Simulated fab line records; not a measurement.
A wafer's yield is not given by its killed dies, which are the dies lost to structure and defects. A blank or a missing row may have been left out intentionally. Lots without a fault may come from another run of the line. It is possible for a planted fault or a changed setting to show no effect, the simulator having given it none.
Matching of chambers / flow n5 finfet / 4 sister chambers for N5_BEOL_M14_ETCH_59 on rie diel-01
The step etches BARC in N2/H2, target depth 89 nm, overetch 26.7 nm, time 67.9 s. 4 wafers are shown with their chamber, then 7 later ones without.

== EACH WAFER AND ITS CHAMBER ==
wafer=L908.2; chamber=0; drypump motor current A (A)=5.1
wafer=L908.6; chamber=1; drypump motor current A (A)=5.6
wafer=L912.2; chamber=2; drypump motor current A (A)=5.9
wafer=L912.4; chamber=3; drypump motor current A (A)=5.6

== WAFERS WHOSE CHAMBER IS MISSING ==
wafer=L912.5; drypump motor current A (A)=5.1
wafer=L916.1; drypump motor current A (A)=5.5
wafer=L916.2; drypump motor current A (A)=5.6
wafer=L916.6; drypump motor current A (A)=5.5
wafer=L915.1; drypump motor current A (A)=5.1
wafer=L915.2; drypump motor current A (A)=5.9
wafer=L915.3; drypump motor current A (A)=5.6

== CHAMBER TAKEN BY EACH ==
wafer=L912.5; from the rows above=0; in truth=0
wafer=L916.1; from the rows above=can't be placed: 1 or 3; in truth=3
wafer=L916.2; from the rows above=can't be placed: 1 or 3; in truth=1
wafer=L916.6; from the rows above=can't be placed: 1 or 3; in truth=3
wafer=L915.1; from the rows above=0; in truth=0
wafer=L915.2; from the rows above=2; in truth=2
wafer=L915.3; from the rows above=can't be placed: 1 or 3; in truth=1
Correct placement for 3 of the 7. Cannot be placed on the basis of these rows: 4; the candidates contain the true chamber in 4. Placed wrongly: 0.
How it was worked out, from the rows above alone: a wafer's distance from a chamber is the root of the sum, over the readings, of the square of ((its reading less the chamber's mean) divided by the reading's scatter). The wafer belongs to the nearest chamber; if the next one is less than 2 further off, it can't be placed. For every chamber, the mean is computed from those of its wafers that are shown. The scatter: root of mean squared gap, hidden wafer to nearest shown wafer, with one shown wafer a chamber.
